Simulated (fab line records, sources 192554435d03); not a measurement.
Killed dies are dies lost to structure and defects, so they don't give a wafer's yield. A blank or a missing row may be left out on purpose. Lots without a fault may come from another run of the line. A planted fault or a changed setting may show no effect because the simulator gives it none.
Problem report in the 8D (eight disciplines) form, filled by code | flow n5_finfet | the parts of the form that need people (team, actions taken, sign-off) are left out

1. THE PROBLEM
spin_speed_rpm at N5_BEOL_M1_COAT_05 reads a mean of 1579.7 rpm on 6 wafers of 2 lots; wafers without a fault read 1500.0 rpm with a standard deviation of 0.93. That is +86 standard deviations from the usual mean.
The step: resist thk 30 nm.
First seen on wafer L623.1, day 7 19:24, on litho_track-03. The record holds 30 wafers of 10 lots with a number at this step. Rule for "out", or "out of limits": more than 4 standard deviations from the usual mean. The other wafers with a number count as sound.

2. WHAT IT IS AND WHAT IT IS NOT
question                    | is                     | is not
which readings at this step | spin_speed_rpm         | -
which lots                  | L623, L624             | L618, L621, L622, L629, L636, L637, L638, L639
which wafers of those lots  | all that have a number | -
read on which tools         | litho_track-03         | litho_track-04
when                        | from day 7 19:24       | up to then (9 sound wafers); but 15 sound wafers of L629, L636, L637, L638, L639 came after

3. SUSPECTS, AND WHAT RULES EACH OUT
Counting: a tool at a process step up to the reading stays a suspect if it ran every lot that is out and no sound lot after the first of them.
- pecvd-04 at N5_BEOL_M1_ILD_DEP_00 (deposits SiOC from DEMS/O2, target thk 79 nm, time 15.3 s): ruled out as a lasting fault. Sound lots L636, L637, L638, L639 ran on it after its first lot that is out, L623 (day 7 19:07).
- litho_track-03 at N5_BEOL_M1_COAT_05 (resist thk 30 nm): ruled out as a lasting fault. Sound lots L636, L637 ran on it after its first lot that is out, L623 (day 7 19:24).
Left after counting: nothing in the record.

4. THE CAUSE (what the simulator had put in)
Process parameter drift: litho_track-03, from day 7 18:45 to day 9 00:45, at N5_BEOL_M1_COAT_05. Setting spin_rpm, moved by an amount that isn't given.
Counting ruled it out, wrongly.

5. THE CHAIN OF EFFECTS, in route order
Each row: a reading whose mean over the struck wafers that have a number lies more than 3 standard deviations from the usual. Only readings for which the record gives a usual standard deviation are gone through. hours: the time from each lot's start at the first step in this table that gives one to its start at this step, as a median over the lots. sigmas: the change in usual standard deviations.
hours | step               | reading        | usual      | on struck wafers | change | sigmas
0     | N5_BEOL_M1_COAT_05 | spin_speed_rpm | 1500.0 rpm | 1579.7           | +79.7  | +86
The process steps in it:
- N5_BEOL_M1_COAT_05: resist thk 30 nm.
Later measuring or inspecting steps at which every struck wafer that the step has a row for has a number for every such reading, and none has moved that far: N5_BEOL_M4_RC_MEAS_101.

6. WHAT WOULD HAVE CAUGHT IT SOONER
In this record the first reading out of limits was taken at day 7 19:24, 1 hour after the fault began at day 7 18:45.
